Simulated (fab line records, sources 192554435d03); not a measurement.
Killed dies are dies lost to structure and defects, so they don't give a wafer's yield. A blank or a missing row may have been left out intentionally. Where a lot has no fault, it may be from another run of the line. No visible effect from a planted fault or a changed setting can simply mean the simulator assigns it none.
Matching of chambers	flow n5 finfet	N5_SD_EPI_N_ETCH_35 on rie diel-06: 4 sister chambers
The step etches SOC in N2/H2, overetch 108 nm, time 486 s. 24 wafers are shown with their chamber, then 12 later ones without.

== WAFERS PAIRED WITH THEIR CHAMBERS ==
wafer	chamber	throttle valve pct (%)	showerhead plenum p Torr (Torr)	drypump motor current A (A)
L075.1	0	24.27	2.65	5.0
L075.3	3	23.92	2.49	4.9
L075.5	3	23.94	2.49	4.9
L076.1	3	23.91	2.49	4.9
L076.4	1	23.66	2.56	5.4
L076.6	3	23.93	2.49	4.9
L077.2	2	24.03	2.48	5.2
L077.5	1	23.66	2.56	5.4
L077.6	0	24.28	2.65	5.0
L079.1	1	23.67	2.56	5.4
L079.2	0	24.28	2.65	5.0
L079.5	0	24.30	2.65	5.0
L080.2	3	23.92	2.49	4.9
L080.3	1	23.67	2.56	5.4
L080.4	2	24.06	2.47	5.2
L082.1	1	23.68	2.56	5.4
L082.3	2	24.06	2.47	5.2
L082.6	1	23.68	2.56	5.4
L083.1	3	23.94	2.49	4.9
L083.2	0	24.30	2.64	5.1
L083.3	2	24.06	2.47	5.2
L085.1	1	23.68	2.55	5.3
L085.4	2	24.05	2.47	5.2
L085.5	3	23.94	2.48	4.9

SIGNATURES, as means of the wafers listed above
reading	chamber 0	chamber 1	chamber 2	chamber 3	scatter within a chamber
throttle valve pct	24.2860	23.6714	24.0520	23.9286	0.0118
showerhead plenum p Torr	2.6480	2.5586	2.4720	2.4886	0.00407
drypump motor current A	5.020	5.386	5.200	4.900	0.0288
Rule: for a wafer and a chamber, the distance is found by dividing, reading by reading, the gap between the wafer's reading and the chamber's mean by the reading's scatter, squaring, summing and taking the root. The wafer belongs to the nearest chamber; if the next one is less than 2 further off, it can't be placed. The scatter: the root of (the sum of the squares of (reading less its chamber's mean) over the shown wafers, divided by (wafers less chambers)).

== WAFERS WHOSE CHAMBER IS MISSING ==
wafer	throttle valve pct (%)	showerhead plenum p Torr (Torr)	drypump motor current A (A)
L086.2	23.94	2.48	4.9
L086.4	24.06	2.47	5.2
L086.6	24.06	2.47	5.2
L090.2	23.70	2.55	5.4
L090.3	24.09	2.47	5.2
L090.4	24.32	2.64	5.0
L091.3	23.71	2.55	5.3
L091.4	24.32	2.63	5.1
L091.6	24.07	2.46	5.2
L094.2	23.96	2.48	4.9
L094.3	24.07	2.46	5.2
L094.4	23.70	2.55	5.4

== WHICH CHAMBER EACH ONE RAN IN ==
wafer	from the rows above	in truth
L086.2	3	3
L086.4	2	2
L086.6	2	2
L090.2	1	1
L090.3	2	2
L090.4	0	0
L091.3	1	1
L091.4	0	0
L091.6	2	2
L094.2	3	3
L094.3	2	2
L094.4	1	1
Correct placement for 12 of the 12. Can't be placed from these rows: 0. Number placed wrongly: 0.
